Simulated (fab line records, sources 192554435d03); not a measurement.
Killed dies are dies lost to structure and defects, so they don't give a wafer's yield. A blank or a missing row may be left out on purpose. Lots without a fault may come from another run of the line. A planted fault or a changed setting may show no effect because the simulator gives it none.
fab line records | flow n5_finfet
record lots=7 wafers=21
route steps=1938 shown BEOL_M15@1779 MIM_BOT_ETCH@1867 PASSIVATION@1930
start_h: hours from the record's first day to the start of the lot's first wafer shown | wait_h: hours since the lot's step before | " the same as in the row above | L1.1+2: a row that stands for several wafers | - no value, or no start given | * or withheld: withheld | < > ~ a bound
route shown NAME@n: a module of which the file shows steps, and the number in the route of the first | usual: mean/standard deviation of fault-free wafers | same: alike in all rows | chamber/n: place in a boat | sites: the reading at each site | _std_site: their standard deviation | _edge_site: outer sites' mean less inner sites' | radius_mm: how far each site lies from the wafer's centre | mask NAME#n: copy n | behind: the tool/chamber that last shaped the wafer | hold: why the lot was held/for how many hours/how that ended | device: the transistor (n, p or np) that didn't switch | end of line: the same wafers' tests at the end of the route | a step without rows: its recipe alone | killed: dies lost to structure and defects at the first sort, not the wafer's yield | map: a wafer's dies, x killed, . not, _ none there
set.NAME: the setting as run; set.NAME@STEP: as run at that earlier step | model.NAME: the simulator's own value behind a step, which no gauge read
lots whose settings were changed on purpose; a table a step, a row a wafer
## steps
# step N5_BEOL_M15_EXPOSE_07
# recipe mask_id=V14 na=0.8 source_shape=annular sigma_inner=0.5 sigma_outer=0.8 polarization=unpolarized attpsm_phase_deg=180 dose_mj=41.25
# columns lot.wafer tool chamber start_h wait_h mask set.dose_mj
L075.1+6 krf_scanner-02 0 268.20 - V14#0 43.9
L075.3 " 0 " " V14#0 41.25
L080.2+3 krf_scanner-01 0 304.07 - V14#0 39.41
L080.5 " 0 " " V14#0 41.25
L084.1+5 krf_scanner-02 0 319.58 - V14#0 41.25
L084.6 " 0 " " V14#0 39.2
L085.3+5+6 krf_scanner-01 0 323.07 - V14#0 41.25
L089.2 krf_scanner-02 0 350.36 - V14#0 41.25
L089.5+6 " 0 " " V14#0 39.68
L094.1+2 krf_scanner-01 0 395.73 - V14#0 42.49
L094.4 " 0 " " V14#0 41.25
L096.1+6 krf_scanner-02 0 425.97 - V14#0 41.25
L096.3 " 0 " " V14#0 38.81
# step N5_BEOL_M15_PEB_08
# recipe peb_temp_c=130 peb_time_s=90
# step N5_BEOL_M15_DEVELOP_09
# recipe develop_time_s=45 rinse_liquid=diw dry=air_spin dev_temp_c=21
# step N5_BEOL_M15_HARDBAKE_14
# recipe temp_c=130 time_s=120
# step N5_BEOL_M15_CD_MEAS_10
# recipe target_cd_nm=360 landing_energy_ev=500 detector=se_inlens polarity=opening
# usual cd_nm=359.8/1.4
# columns lot.wafer tool chamber start_h wait_h set.dose_mj@BEOL_M15_EXPOSE_07 cd_nm
L075.1 cd_sem-03 0 268.37 - 43.9 368.4
L075.3 " 0 " " 41.25 360.5
L075.6 " 0 " " 43.9 368.7
L080.2 cd_sem-02 0 304.24 - 39.41 355.0
L080.3 " 0 " " 39.41 354.8
L080.5 " 0 " " 41.25 360.7
L084.1 cd_sem-03 0 319.75 - 41.25 359.6
L084.5 " 0 " " 41.25 359.7
L084.6 " 0 " " 39.2 353.7
L085.3 cd_sem-03 0 323.23 - 41.25 360.7
L085.5 " 0 " " 41.25 359.9
L085.6 " 0 " " 41.25 360.6
L089.2 cd_sem-03 0 350.53 - 41.25 359.6
L089.5 " 0 " " 39.68 352.3
L089.6 " 0 " " 39.68 352.6
L094.1 cd_sem-01 0 395.90 - 42.49 367.7
L094.2 " 0 " " 42.49 368.5
L094.4 " 0 " " 41.25 361.3
L096.1 cd_sem-02 0 426.15 - 41.25 359.0
L096.3 " 0 " " 38.81 351.5
L096.6 " 0 " " 41.25 360.3
# step N5_BEOL_M15_DESCUM_15
# recipe chemistry=O2 time_s=7.9 source_power_w=50 bias_power_w=20 pressure_mtorr=20 rf_frequency_hz=2.712e+07 temp_c=40 o2_flow_sccm=225
# step N5_BEOL_M15_ETCH_59
# recipe chemistry=N2/H2 target=BARC target_depth_a=890 overetch_a=267 time_s=67.9 ion_energy_ev=200 pressure_mtorr=30 source_w=840 bias_w=150 n2_flow_sccm=200 h2_flow_sccm=200
# columns lot.wafer tool chamber start_h wait_h set.spin_rpm@BEOL_M15_COAT_04 model.coat_of_BEOL_M15_COAT_04.thk_nm
L075.1 rie_diel-02 1 268.70 0.0 1599 739.6
L075.3 " 0 " " 1599 733.2
L075.6 " 1 " " 1704 713.2
L080.2 rie_diel-03 0 304.90 0.0 1704 719.2
L080.3 " 3 " " 1704 717.4
L080.5 " 0 " " 1704 719.4
L084.1 rie_diel-02 0 319.88 0.0 1704 714
L084.5 " 1 " " 1876 678
L084.6 " 0 " " 1704 713.4
L085.3 rie_diel-03 0 323.35 0.0 1704 720
L085.5 " 2 " " 1704 719.2
L085.6 " 1 " " 1704 719.4
L089.2 rie_diel-03 3 350.65 0.0 1704 712.6
L089.5 " 0 " " 1780 697.2
L089.6 " 3 " " 1704 710
L094.1 rie_diel-03 1 396.03 0.0 1841 688.8
L094.2 " 0 " " 1841 687.4
L094.4 " 3 " " 1841 681
L096.1 rie_diel-02 2 426.27 0.0 1704 715.6
L096.3 " 1 " " 1704 714.8
L096.6 " 3 " " 1880 680.4
# step N5_BEOL_M15_VIA_ETCH_16
# recipe chemistry=C4F8/O2/Ar target=SiO2 he_inner_torr=15 he_outer_torr=30 target_depth_a=17922 time_s=withheld ion_energy_ev=800 pressure_mtorr=20 source_w=1905 bias_w=2040 Ar_flow_sccm=400 C4F8_flow_sccm=16 O2_flow_sccm=12 ends=cleared
# columns lot.wafer tool chamber start_h wait_h set.spin_rpm@BEOL_M15_COAT_04 model.coat_of_BEOL_M15_COAT_04.thk_nm
L075.1 rie_diel-02 1 268.75 0.0 1599 370.2
L075.3 " 0 " " 1599 355
L075.6 " 1 " " 1704 334.4
L080.2 rie_diel-03 0 304.95 0.0 1704 338.2
L080.3 " 3 " " 1704 334.4
L080.5 " 0 " " 1704 335.4
L084.1 rie_diel-02 0 319.93 0.0 1704 340.2
L084.5 " 1 " " 1876 295.4
L084.6 " 0 " " 1704 325.6
L085.3 rie_diel-03 0 323.40 0.0 1704 336.8
L085.5 " 2 " " 1704 326
L085.6 " 1 " " 1704 329.4
L089.2 rie_diel-03 3 350.70 0.0 1704 324
L089.5 " 0 " " 1780 305.8
L089.6 " 3 " " 1704 308.2
L094.1 rie_diel-03 1 396.08 0.0 1841 309.2
L094.2 " 0 " " 1841 306.4
L094.4 " 3 " " 1841 294.2
L096.1 rie_diel-02 2 426.32 0.0 1704 335.4
L096.3 " 1 " " 1704 342
L096.6 " 3 " " 1880 282.8
# step N5_BEOL_M15_STRIP_63
# recipe chemistry=O2 power_w=600 temp_c=60 pressure_mtorr=30 rf_frequency_hz=6e+07 bias_power_w=0 overash_fraction=0.3 o2_flow_sccm=225
# step N5_BEOL_M15_STRIP_64
# recipe chemistry=O2 power_w=600 temp_c=60 pressure_mtorr=30 rf_frequency_hz=6e+07 bias_power_w=0 overash_fraction=0.3 o2_flow_sccm=225
# step N5_BEOL_M15_STRIP_65
# recipe chemistry=post_etch_residue_remover time_s=60 temp_c=25 remover_ph=withheld remover_water_wt_pct=withheld remover_fluoride_wt_pct=withheld
# step N5_BEOL_M15_SRD_66
# recipe time_s=30 temp_c=23 rinse_liquid=diw dry=n2_spin spin_rpm=1500 dry_time_s=30
# step N5_BEOL_M15_CD_MEAS_17
# recipe target_cd_nm=360 polarity=opening
# usual cd_nm=361.4/1.8
# columns lot.wafer tool chamber start_h wait_h set.dose_mj@BEOL_M15_EXPOSE_07 cd_nm
L075.1 cd_sem-03 - 269.17 0.0 43.9 370.9
L075.3 " - " " 41.25 363.6
L075.6 " - " " 43.9 371.8
L080.2 cd_sem-01 - 305.37 0.0 39.41 357.2
L080.3 " - " " 39.41 355.3
L080.5 " - " " 41.25 364.0
L084.1 cd_sem-01 - 320.34 0.0 41.25 360.3
L084.5 " - " " 41.25 362.0
L084.6 " - " " 39.2 355.2
L085.3 cd_sem-01 - 323.81 0.0 41.25 364.4
L085.5 " - " " 41.25 361.4
L085.6 " - " " 41.25 361.5
L089.2 cd_sem-01 - 351.12 0.0 41.25 362.0
L089.5 " - " " 39.68 357.0
L089.6 " - " " 39.68 354.9
L094.1 cd_sem-01 - 396.49 0.0 42.49 367.0
L094.2 " - " " 42.49 371.3
L094.4 " - " " 41.25 364.2
L096.1 cd_sem-01 - 426.73 0.0 41.25 360.1
L096.3 " - " " 38.81 352.2
L096.6 " - " " 41.25 360.4
# step N5_MIM_BOT_ETCH_ETCH_03
# recipe chemistry=Cl2/BCl3 target_depth_a=120 pressure_mtorr=8 icp_w=800 bias_w=100 Cl2_flow_sccm=20 bcl3_flow_sccm=80
# columns lot.wafer tool chamber start_h wait_h set.icp_w model.etch.depth_nm
L075.1 rie_metal-01 0 291.23 0.1 656.3 9.894
L075.3 " 0 " " 656.3 9.907
L075.6 " 1 " " 800 11.81
L080.2 rie_metal-02 1 315.45 0.1 800 12.4
L080.3 " 1 " " 800 12.39
L080.5 " 1 " " 737.7 11.6
L084.1 rie_metal-01 1 330.92 0.1 717.5 10.88
L084.5 " 1 " " 717.5 10.9
L084.6 " 0 " " 800 11.86
L085.3 rie_metal-01 1 334.30 0.1 800 11.92
L085.5 " 0 " " 800 11.87
L085.6 " 1 " " 800 11.94
L089.2 rie_metal-01 0 361.29 0.1 738.8 10.96
L089.5 " 1 " " 800 12.07
L089.6 " 0 " " 800 11.72
L094.1+4 rie_metal-02 1,0 405.08 0.1 800 12.29
L094.2 " 0 " " 800 12.18
L096.1 rie_metal-02 0 437.69 0.1 800 12.09
L096.3 " 1 " " 800 12.3
L096.6 " 0 " " 800 12.14
# step N5_PASSIVATION_ETCH_54
# recipe chemistry=CHF3/O2 target=SiO2 target_depth_a=8800 CHF3_flow_sccm=50 O2_flow_sccm=5 Ar_flow_sccm=200 time_s=440 mask_material=PR pressure_mtorr=30 source_w=650 bias_w=170 ion_energy_ev=200
# usual rf_vpp_V=531/13
# columns lot.wafer tool chamber start_h wait_h set.bias_w rf_vpp_V model.etch.depth_nm model.PASSIVATION.feature_depth_nm
L075.1 rie_diel-06 3 300.42 0.1 145.4 456 832.5 832.4
L075.3 " 1 " " 170 541 867.7 867.6
L075.6 " 3 " " 170 519 878.7 878.6
L080.2 rie_diel-05 1 321.20 0.1 170 544 904 904
L080.3 " 3 " " 187.1 570 936.4 936.4
L080.5 " 3 " " 170 526 904.2 904.2
L084.1 rie_diel-06 2 337.18 0.1 199.6 606 946.2 946.2
L084.5 " 3 " " 170 517 876.8 876.8
L084.6 " 2 " " 170 533 892.2 892.2
L085.3 rie_diel-05 2 340.96 0.1 170 520 884.3 884.4
L085.5 " 2 " " 170 521 888.1 888
L085.6 " 3 " " 170 528 907.9 907.8
L089.2 rie_diel-05 2 366.84 0.1 180 544 901.5 901.4
L089.5 " 1 " " 170 542 897.5 897.6
L089.6 " 0 " " 180 540 873 873
L094.1 rie_diel-06 1 410.51 0.1 151.2 493 838.6 838.6
L094.2 " 0 " " 170 506 896 896
L094.4 " 3 " " 170 518 868.8 868.8
L096.1 rie_diel-05 1 447.22 0.1 170 543 891.8 891.8
L096.3 " 2 " " 170 519 893.7 893.8
L096.6 " 2 " " 189.1 565 922.8 922.8
## key
split step=N5_BEOL_M15_EXPOSE_07 setting=dose_mj stated=41.25 by=wafer
response step=N5_BEOL_M15_CD_MEAS_10 reading=cd_nm change=+1.4 per=1% r=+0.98
response step=N5_BEOL_M15_CD_MEAS_17 reading=cd_nm change=+1.38 per=1% r=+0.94
split step=N5_MIM_BOT_ETCH_ETCH_03 setting=icp_w stated=800 by=wafer
response step=N5_MIM_BOT_ETCH_ETCH_03 reading=model.etch.depth_nm change=+0.105 per=1% r=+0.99
split step=N5_PASSIVATION_ETCH_54 setting=bias_w stated=170 by=wafer
response step=N5_PASSIVATION_ETCH_54 reading=rf_vpp_V change=+3.82 per=1% r=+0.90
response step=N5_PASSIVATION_ETCH_54 reading=model.etch.depth_nm change=+3.06 per=1% r=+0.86
response step=N5_PASSIVATION_ETCH_54 reading=model.PASSIVATION.feature_depth_nm change=+3.06 per=1% r=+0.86
split outside_this_file step=N5_BEOL_M15_COAT_04 setting=spin_rpm
# split outside_this_file: this setting was split too, and the file shows its column; the key of that split is in another file
